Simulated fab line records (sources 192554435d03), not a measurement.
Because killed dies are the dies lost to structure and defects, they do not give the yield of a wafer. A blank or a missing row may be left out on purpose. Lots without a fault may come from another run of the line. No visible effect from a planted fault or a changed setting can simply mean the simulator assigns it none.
Problem report, 8D (eight disciplines) form, completed by code + flow n5 finfet + the parts of the form that need people (team, actions taken, sign-off) are left out

## 1. PROBLEM STATEMENT
At N5_PASSIVATION_PROBE_49, killed_at_M4_up averages 115 over 6 wafers from 2 lots, while fault-free wafers read 13, standard deviation 5.5. That is +19 standard deviations from the usual mean.
First observed at day 15 01:52: wafer L493.2, on prober-01. The record has a number at this step for 6 wafers belonging to 2 lots. By rule, "out" or "out of limits" means more than 4 standard deviations away from the usual mean. All remaining wafers that have a number are taken as sound.

## 2. WHAT IT IS, AND WHAT IT ISN'T
| question                    | is                     | is not                                                                                                  |
|-----------------------------|------------------------|---------------------------------------------------------------------------------------------------------|
| which readings at this step | killed_at_M4_up        | killed_at_M0_to_M3, killed at contacts, killed at front end, killed at other, killed open, killed short |
| which lots                  | L493, L494             | -                                                                                                       |
| which wafers of those lots  | all that have a number | -                                                                                                       |
| read on which tools         | prober-01, prober-02   | -                                                                                                       |
| when                        | from day 15 01:52      | up to then (0 sound wafers)                                                                             |

## 3. THE SUSPECTS, EACH WITH WHAT RULES IT OUT
Counting: any tool at a process step up to the reading is kept as a suspect provided that every lot that is out went through it and no sound lot did after the first of them.
- pvd sputter-02 at N5_BEOL_M7_PRE_CLEAN_45 (time 30 s): kept. It ran every lot that is out, first L493 (day 12 04:26), and no sound lot after that.
After counting, what remains is pvd sputter-02 at N5_BEOL_M7_PRE_CLEAN_45.

## 4. THE CAUSE (what the simulator had put in)
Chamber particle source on pvd sputter-02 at N5_BEOL_M7_PRE_CLEAN_45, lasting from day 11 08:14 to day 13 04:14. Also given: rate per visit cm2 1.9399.
Only this tool survived the counting.

## 5. THE EFFECT CHAIN, in route order
Each row: a reading whose mean over the struck wafers that have a number lies more than 3 standard deviations from the usual. Only readings whose record carries a usual standard deviation are examined. hours: median over the lots of the time between each lot's start at the first step of this table that gives one and its start at this step. sigmas: the change, counted in usual standard deviations.
| hours | step                    | reading              | usual  | on struck wafers | change | sigmas |
|-------|-------------------------|----------------------|--------|------------------|--------|--------|
| 0     | N5_PASSIVATION_PROBE_49 | defect limited yield | 91.4 % | 82.9             | -8.5   | -5.7   |
| 0     | N5_PASSIVATION_PROBE_49 | killed_at_M4_up      | 13     | 115              | +102   | +19    |
| 0     | N5_PASSIVATION_PROBE_49 | killed dies          | 101    | 202              | +101   | +5.6   |
| 0     | N5_PASSIVATION_PROBE_49 | sort_bin_5_function  | 5.1 %  | 10.0             | +4.9   | +4.9   |
| 0     | N5_PASSIVATION_PROBE_49 | sort n pass          | 1079   | 978              | -101   | -5.6   |
| 0     | N5_PASSIVATION_PROBE_49 | sort yield pct       | 91.4 % | 82.9             | -8.5   | -5.7   |
The process steps in it:
- N5_PASSIVATION_PROBE_49

## 6. WHAT WOULD HAVE CAUGHT IT SOONER
In this record the first reading out of limits was taken at day 15 01:52, 90 hours after the fault began at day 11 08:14.
Tool readings at N5_BEOL_M7_PRE_CLEAN_45 with a usual standard deviation given in the record: none out on any struck wafer, hence no alarm at a limit of 4 standard deviations on them.
All the lots that are out (2) had begun N5_BEOL_M7_PRE_CLEAN_45 on pvd sputter-02 by day 15 01:52. Holding the tool at that point would not have protected any of them.
